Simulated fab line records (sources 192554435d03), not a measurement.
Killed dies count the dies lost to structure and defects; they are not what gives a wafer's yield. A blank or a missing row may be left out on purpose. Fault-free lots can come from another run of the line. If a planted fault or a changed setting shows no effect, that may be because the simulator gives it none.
Chamber matching -- flow n5Finfet -- pecvd-04 running N5_BEOL_M15_DEP_53: 3 sister chambers
The step deposits SiCN from 3MS/NH3, target thk 50 nm, time 17.8 s. 3 wafers are shown with their chamber, then 7 later ones without.

## WAFERS, EACH WITH ITS CHAMBER
wafer,chamber,throttleValvePct (%)
L394.4,2,16.7
L395.1,1,17.6
L395.3,0,17.2

## WAFERS WITH NO CHAMBER GIVEN
wafer,throttleValvePct (%)
L395.6,17.3
L398.1,16.7
L398.3,17.9
L398.5,17.8
L399.1,17.8
L399.3,16.5
L399.5,17.6

## CHAMBER TAKEN BY EACH
wafer,from the rows above,in truth
L395.6,can't be placed: 0 or 1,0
L398.1,2,2
L398.3,1,1
L398.5,1,1
L399.1,1,1
L399.3,2,2
L399.5,1,1
Correct placement for 6 of the 7. Can't be placed from these rows: 1 (the true chamber is among the candidates in 1). Number placed wrongly: 0.
How it was worked out, from the rows above alone: a wafer's distance from a chamber is the root of the sum, over the readings, of the square of ((its reading less the chamber's mean) divided by the reading's scatter). The wafer belongs to the nearest chamber; if the next one is less than 2 further off, it can't be placed. For every chamber, the mean is computed from those of its wafers that are shown. The scatter: root of mean squared gap, hidden wafer to nearest shown wafer, with one shown wafer a chamber.
